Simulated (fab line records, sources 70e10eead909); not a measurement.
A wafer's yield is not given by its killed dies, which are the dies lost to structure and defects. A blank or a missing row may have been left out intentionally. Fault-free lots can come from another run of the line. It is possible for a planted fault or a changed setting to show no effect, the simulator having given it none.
Chamber matching ; flow nand-harc ; NHARC_P_CONTACT_DEP_30 on pecvd-04: 3 sister chambers
The step deposits SiNx, target thk 30 nm. 14 wafers are shown with their chamber, then 7 later ones without.

== WAFERS PAIRED WITH THEIR CHAMBERS ==
wafer;chamber;heater-power-w (W);susceptor-temp-C (C)
L078.2;1;737;400.15
L078.4;1;717;399.90
L078.6;2;667;399.78
L079.1;0;625;399.79
L079.2;1;771;399.99
L079.4;1;787;399.87
L081.3;0;588;400.05
L081.4;2;577;400.31
L081.6;0;567;399.77
L084.2;2;656;400.17
L084.3;0;626;399.74
L084.5;1;704;399.84
L085.4;1;680;399.83
L085.5;2;687;400.35

SIGNATURES, as means of the wafers listed above
reading;chamber 0;chamber 1;chamber 2;scatter within a chamber
heater-power-w;601.50;732.67;646.75;40.2
susceptor-temp-C;399.8375;399.9300;400.1525;0.176
Rule: a wafer's distance from a chamber is the root of the sum, over the readings, of the square of ((its reading less the chamber's mean) divided by the reading's scatter). If the next closest chamber is less than 2 further off than the closest, the wafer can't be placed; otherwise it belongs to the closest. How the scatter is found: for the shown wafers, subtract from each reading the mean of its chamber, square and add these, divide the total by (wafers less chambers), then take the root.

== WAFERS WHOSE CHAMBER IS MISSING ==
wafer;heater-power-w (W);susceptor-temp-C (C)
L085.6;577;399.91
L092.1;613;399.93
L092.5;641;400.30
L092.6;756;399.91
L095.1;668;400.02
L095.2;755;399.85
L095.5;650;400.30

== EACH ONE'S CHAMBER ==
wafer;from the rows above;in truth
L085.6;can't be placed: 0 or 2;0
L092.1;can't be placed: 0 or 2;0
L092.5;can't be placed: 2 or 0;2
L092.6;1;1
L095.1;can't be placed: 2 or 1 or 0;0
L095.2;1;1
L095.5;2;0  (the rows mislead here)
Placed correctly: 2 of 7. These rows do not allow placing 4 (true chamber among the candidates in 4). 1 placed wrongly.
